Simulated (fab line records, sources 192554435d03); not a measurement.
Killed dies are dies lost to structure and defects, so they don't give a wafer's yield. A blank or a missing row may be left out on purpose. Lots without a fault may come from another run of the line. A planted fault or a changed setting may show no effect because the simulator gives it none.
Chamber matching | flow n5_finfet | N5_BEOL_M5_DESCUM_33 on rie_diel-01: 4 sister chambers
The step chemistry O2, time 7 s. 4 wafers are shown with their chamber, then 8 later ones without.

WAFERS WITH THEIR CHAMBER
wafer  | chamber | showerhead_plenum_p_Torr (Torr)
L087.2 | 1       | 2.22
L089.1 | 3       | 2.06
L088.6 | 0       | 2.09
L090.3 | 2       | 2.11

WAFERS WITHOUT THEIR CHAMBER
wafer  | showerhead_plenum_p_Torr (Torr)
L090.4 | 2.09
L090.6 | 2.09
L091.2 | 2.22
L091.4 | 2.08
L091.6 | 2.11
L097.1 | 2.06
L097.2 | 2.11
L097.3 | 2.08

WHICH CHAMBER EACH WENT THROUGH
wafer  | from the rows above | in truth
L090.4 | 0                   | 0
L090.6 | 0                   | 0
L091.2 | 1                   | 1
L091.4 | 0                   | 0
L091.6 | 2                   | 2
L097.1 | 3                   | 3
L097.2 | 2                   | 2
L097.3 | 0                   | 0
Placed correctly: 8 of 8. Can't be placed from these rows: 0. Placed wrongly: 0.
How it was worked out, from the rows above alone: a wafer's distance from a chamber is the root of the sum, over the readings, of the square of ((its reading less the chamber's mean) divided by the reading's scatter). The wafer belongs to the nearest chamber; if the next one is less than 2 further off, it can't be placed. A chamber's mean is the mean of its shown wafers. The scatter: with one shown wafer a chamber, the root of the mean of the squares of how far each hidden wafer lies from its nearest shown one.
